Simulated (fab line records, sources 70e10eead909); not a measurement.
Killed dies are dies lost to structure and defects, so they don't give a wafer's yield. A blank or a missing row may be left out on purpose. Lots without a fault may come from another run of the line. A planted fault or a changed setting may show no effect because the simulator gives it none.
Which tool did it? | flow nand_harc | 15 lots, 45 wafers sampled, at 4 steps of a route of 1159

WHAT THE GAUGES READ, wafer by wafer
NHARC_P_CONTACT_INSPECT_27. Usual: raw_defect_count 351, standard deviation 150.
lot  | measured     | on                | raw_defect_count | flag
L336 | day 6 07:05  | defect_inspect-02 | 593 442 394      |
L335 | day 6 08:59  | defect_inspect-02 | 367 219 594      |
L337 | day 6 16:14  | defect_inspect-02 | 302 225 251      |
L339 | day 6 19:46  | defect_inspect-02 | 270 248 209      |
L338 | day 6 20:19  | defect_inspect-02 | 423 210 322      |
L340 | day 6 23:42  | defect_inspect-02 | 641 309 512      |
L341 | day 7 04:57  | defect_inspect-02 | 304 422 438      |
L346 | day 9 03:37  | defect_inspect-01 | 310 161 242      |
L350 | day 9 12:58  | defect_inspect-02 | 311 372 375      |
L351 | day 9 21:13  | defect_inspect-02 | 338 245 239      |
L352 | day 9 21:30  | defect_inspect-01 | 314 387 369      |
L354 | day 10 12:19 | defect_inspect-02 | 195 250 295      |
L353 | day 10 17:22 | defect_inspect-01 | 419 285 266      |
L357 | day 11 01:41 | defect_inspect-02 | 244 455 424      |
L356 | day 11 01:52 | defect_inspect-02 | 158 332 247      |

WHICH TOOL RAN EACH LOT (tool, then ch and the chambers of the sampled wafers, then the start)
lot  | NHARC_P_CONTACT_ETCH_18                       | NHARC_P_CONTACT_ETCH_31            | NHARC_P_CONTACT_CMP_24
L336 | rie_diel-03 ch 1,2,3, day 5 23:35 or earlier  | rie_diel-03 ch 1,2, day 5 23:35    | cmp-04 ch 0,2,3, day 6 06:41
L335 | rie_diel-02 ch 2,3, day 6 00:11 or earlier    | rie_diel-02 ch 0,1,2, day 6 00:11  | cmp-01 ch 1,2, day 6 08:36
L337 | rie_diel-03 ch 0,1,2, day 6 04:17 or earlier  | rie_diel-03 ch 0,1,3, day 6 04:17  | cmp-04 ch 0,1,3, day 6 15:52
L339 | rie_diel-13 ch 0,3, day 6 11:38 or earlier    | rie_diel-13 ch 0,1,3, day 6 11:38  | cmp-01 ch 1,3, day 6 19:22
L338 | rie_diel-03 ch 0,2,3, day 6 12:07 or earlier  | rie_diel-03 ch 0,1,3, day 6 12:07  | cmp-02 ch 0,2,3, day 6 19:59
L340 | rie_diel-13 ch 0,3, day 6 19:32 or earlier    | rie_diel-13 ch 0,2,3, day 6 19:32  | cmp-01 ch 0,1,3, day 6 23:22
L341 | rie_diel-13 ch 0,1,2, day 7 02:14 or earlier  | rie_diel-13 ch 0,1, day 7 02:14    | cmp-04 ch 0,2, day 7 04:32
L346 | rie_diel-13 ch 1,3, day 9 00:04 or earlier    | rie_diel-13 ch 0,1,2, day 9 00:04  | cmp-02 ch 2,3, day 9 03:13
L350 | rie_diel-13 ch 1,3, day 9 06:09 or earlier    | rie_diel-13 ch 0,1, day 9 06:09    | cmp-01 ch 2,3, day 9 12:35
L351 | rie_diel-13 ch 0,2,3, day 9 15:34 or earlier  | rie_diel-13 ch 1,2, day 9 15:34    | cmp-04 ch 1,2, day 9 20:51
L352 | rie_diel-03 ch 0,1,3, day 9 15:57 or earlier  | rie_diel-03 ch 0,1,3, day 9 15:57  | cmp-04 ch 0,1, day 9 21:05
L354 | rie_diel-13 ch 0,2,3, day 10 08:46 or earlier | rie_diel-13 ch 0,2,3, day 10 08:46 | cmp-02 ch 0,1,2, day 10 11:56
L353 | rie_diel-13 ch 0,1,2, day 10 10:14 or earlier | rie_diel-13 ch 1,2, day 10 10:14   | cmp-02 ch 0,2,3, day 10 17:01
L357 | rie_diel-13 ch 0,3, day 10 23:13 or earlier   | rie_diel-13 ch 1,2,3, day 10 23:13 | cmp-04 ch 0,1,3, day 11 01:18
L356 | rie_diel-03 ch 0,3, day 10 23:11              | rie_diel-03 ch 0,3, day 10 23:31   | cmp-02 ch 1,2, day 11 01:28
- NHARC_P_CONTACT_ETCH_18: etches the open film in C4F8/O2/Ar, target depth 481 nm, time 240.5 s.
- NHARC_P_CONTACT_ETCH_31: etches the open film in CH3F/O2, target depth 30 nm, time 85.7 s.
- NHARC_P_CONTACT_CMP_24: polishes, t overpolish 30 s, target thk 200 nm.

WHAT THE TOOLS THEMSELVES READ (means of the sampled wafers that have a number; where no wafer has one, the mark that the record gives instead)
NHARC_P_CONTACT_ETCH_18. Usual: bias_w 1500 W, standard deviation 4.5; chamber_pressure_mTorr 25.002 mTorr, standard deviation 0.023; oes_product_au 0.965 a.u., standard deviation 0.017; rf_vpp_V 978 V, standard deviation 6.1.
lot  | tool        | bias_w (W) | chamber_pressure_mTorr (mTorr) | oes_product_au (a.u.) | rf_vpp_V (V) | flag
L336 | rie_diel-03 | 1497       | 25.007                         | 0.968                 | 979          |
L335 | rie_diel-02 | 1504       | 25.005                         | 0.998                 | 980          |
L337 | rie_diel-03 | 1501       | 25.002                         | 0.942                 | 981          |
L339 | rie_diel-13 | 1504       | 25.007                         | 0.974                 | 974          |
L338 | rie_diel-03 | 1501       | 24.989                         | 0.969                 | 980          |
L340 | rie_diel-13 | 1499       | 25.011                         | 0.980                 | 971          |
L341 | rie_diel-13 | 1503       | 25.002                         | 0.978                 | 975          |
L346 | rie_diel-13 | 1507       | 24.984                         | 0.977                 | 984          |
L350 | rie_diel-13 | 1501       | 24.991                         | 0.967                 | 983          |
L351 | rie_diel-13 | 1497       | 24.994                         | 0.925                 | 972          |
L352 | rie_diel-03 | 1503       | 25.009                         | 0.960                 | 980          |
L354 | rie_diel-13 | 1499       | 24.994                         | 0.965                 | 972          |
L353 | rie_diel-13 | 1500       | 25.003                         | 0.975                 | 975          |
L357 | rie_diel-13 | 1501       | 24.981                         | 0.961                 | 971          |
L356 | rie_diel-03 | 1503       | 24.994                         | 0.958                 | 980          |

NHARC_P_CONTACT_ETCH_31. Usual: bias_w 100.0 W, standard deviation 0.31; ch3f_flow_sccm 49.99 sccm, standard deviation 0.15; drypump_motor_current_A 5.9 A, standard deviation 0.43; oes_product_au 0.985 a.u., standard deviation 0.014; rf_vpp_V 244.2 V, standard deviation 1.6; showerhead_plenum_p_Torr 2.44 Torr, standard deviation 0.11; throttle_valve_pct 20.663 %, standard deviation 0.0082.
lot  | tool        | bias_w (W) | ch3f_flow_sccm (sccm) | drypump_motor_current_A (A) | oes_product_au (a.u.) | rf_vpp_V (V) | showerhead_plenum_p_Torr (Torr) | throttle_valve_pct (%) | flag
L336 | rie_diel-03 | 99.9       | 50.02                 | 5.4                         | 0.977                 | 245.8        | 2.50                            | 20.668                 |
L335 | rie_diel-02 | 99.8       | 50.06                 | 5.9                         | 0.996                 | 244.3        | 2.44                            | 20.662                 |
L337 | rie_diel-03 | 100.1      | 50.11                 | 5.5                         | 0.973                 | 243.9        | 2.47                            | 20.661                 |
L339 | rie_diel-13 | 99.4       | 50.01                 | 6.0                         | 0.991                 | 243.8        | 2.45                            | 20.663                 |
L338 | rie_diel-03 | 99.8       | 49.80                 | 5.5                         | 0.984                 | 244.7        | 2.47                            | 20.663                 |
L340 | rie_diel-13 | 100.3      | 50.01                 | 6.1                         | 0.985                 | 242.1        | 2.34                            | 20.660                 |
L341 | rie_diel-13 | 100.3      | 50.20                 | 6.1                         | 0.987                 | 243.8        | 2.41                            | 20.667                 |
L346 | rie_diel-13 | -          | -                     | -                           | -                     | -            | -                               | -                      | OFF
L350 | rie_diel-13 | -          | -                     | -                           | -                     | -            | -                               | -                      | OFF
L351 | rie_diel-13 | -          | -                     | -                           | -                     | -            | -                               | -                      | OFF
L352 | rie_diel-03 | 100.2      | 50.01                 | 5.5                         | 0.990                 | 244.3        | 2.47                            | 20.663                 |
L354 | rie_diel-13 | 99.9       | 50.03                 | 6.1                         | 0.979                 | 242.7        | 2.34                            | 20.665                 |
L353 | rie_diel-13 | 99.9       | 49.81                 | 6.4                         | 0.986                 | 244.6        | 2.42                            | 20.671                 |
L357 | rie_diel-13 | 100.0      | 50.08                 | 6.2                         | 0.982                 | 244.3        | 2.45                            | 20.661                 |
L356 | rie_diel-03 | 100.1      | 50.04                 | 5.7                         | 1.000                 | 245.0        | 2.47                            | 20.660                 |

NHARC_P_CONTACT_CMP_24. Usual: motor_current_A 12.1 A, standard deviation 1.2; overpolish_run_s 29.999 s, standard deviation 0.0086; slurry_flow_ml_min 150.1, standard deviation 0.49; time_to_endpoint_s 41 s, standard deviation 4.3.
lot  | tool   | motor_current_A (A) | overpolish_run_s (s) | slurry_flow_ml_min | time_to_endpoint_s (s) | flag
L336 | cmp-04 | 12.8                | 30.001               | 150.0              | 43                     |
L335 | cmp-01 | 11.2                | 29.999               | 149.8              | 41                     |
L337 | cmp-04 | 11.9                | 29.986               | 150.0              | 41                     |
L339 | cmp-01 | 11.0                | 30.001               | 150.1              | 38                     |
L338 | cmp-02 | 12.9                | 29.998               | 150.1              | 37                     |
L340 | cmp-01 | 11.5                | 29.989               | 150.3              | 37                     |
L341 | cmp-04 | 14.1                | 30.003               | 150.1              | 37                     |
L346 | cmp-02 | 12.7                | 30.000               | 150.6              | 38                     |
L350 | cmp-01 | 10.9                | 29.999               | 150.4              | 44                     |
L351 | cmp-04 | 12.0                | 29.995               | 149.7              | 40                     |
L352 | cmp-04 | 12.1                | 29.997               | 150.3              | 42                     |
L354 | cmp-02 | 12.7                | 30.001               | 149.4              | 36                     |
L353 | cmp-02 | 12.7                | 30.007               | 150.4              | 37                     |
L357 | cmp-04 | 12.2                | 29.998               | 150.1              | 45                     |
L356 | cmp-02 | 11.2                | 29.992               | 149.8              | 40                     |

THE ANSWER, worked out from the rows above alone
Rule: a lot is off if the mean of its wafers that have a number lies more than 3 standard deviations from the usual mean. A lot without any number at a reading at which 4 lots or more have one is off too. The other lots that the step has rows for count as sound. The gauges are gone through in route order, then the tools' own readings, and for those a lot's mean is taken as printed above. The first step at which some lot is off is used, and at that step the reading that is off furthest; a lot without a number counts as furthest.
Off: L346, L350, L351, at NHARC_P_CONTACT_ETCH_31 (bias_w). Without a number there: L346, L350, L351.
A tool fits if, at that step or a process step before it, it ran every lot that is off, and no sound lot after the first of them. NHARC_P_CONTACT_ETCH_18 gives no start for some lots, so the hours and the order of its lots are those of NHARC_P_CONTACT_ETCH_31. None of those tried fits.

WHAT THE SIMULATOR HAD PUT IN
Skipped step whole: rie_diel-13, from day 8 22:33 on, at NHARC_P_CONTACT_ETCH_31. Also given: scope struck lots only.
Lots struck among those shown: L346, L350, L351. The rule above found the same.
